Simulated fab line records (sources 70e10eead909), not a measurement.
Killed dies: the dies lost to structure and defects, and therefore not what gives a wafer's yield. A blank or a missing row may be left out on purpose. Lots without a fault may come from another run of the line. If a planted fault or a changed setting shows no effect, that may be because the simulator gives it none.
Chamber matching | flow nand-harc | NHARC_P_CONTACT_ALD_22 on ald-metal-01: 4 sister chambers
The step deposits TiN, target thk 3 nm, pulse time 1 s, ald cycles 150. 4 wafers are shown with their chamber, then 8 later ones without.

## WAFERS PAIRED WITH THEIR CHAMBERS
wafer  | chamber | heater-power-outer-w (W)
L088.1 | 3       | 663
L088.4 | 0       | 702
L088.6 | 2       | 619
L090.3 | 1       | 504

## WAFERS WITHOUT THEIR CHAMBER
wafer  | heater-power-outer-w (W)
L090.4 | 658
L090.5 | 501
L093.2 | 647
L093.3 | 513
L093.6 | 701
L095.2 | 507
L095.3 | 633
L095.5 | 496

## WHICH CHAMBER EACH WENT THROUGH
wafer  | from the rows above     | in truth
L090.4 | 3                       | 3
L090.5 | 1                       | 1
L093.2 | can't be placed: 3 or 2 | 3
L093.3 | 1                       | 1
L093.6 | 0                       | 0
L095.2 | 1                       | 1
L095.3 | can't be placed: 2 or 3 | 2
L095.5 | 1                       | 1
Correctly placed: 6 of 8. From these rows, 2 cannot be placed; in 2 the true chamber is one of the candidates. 0 placed wrongly.
How it was worked out, from the rows above alone: a wafer's distance from a chamber is the root of the sum, over the readings, of the square of ((its reading less the chamber's mean) divided by the reading's scatter). The wafer belongs to the nearest chamber; if the next one is less than 2 further off, it can't be placed. Each chamber's mean is taken over the wafers shown for it. The scatter: with one shown wafer a chamber, the root of the mean of the squares of how far each hidden wafer lies from its nearest shown one.
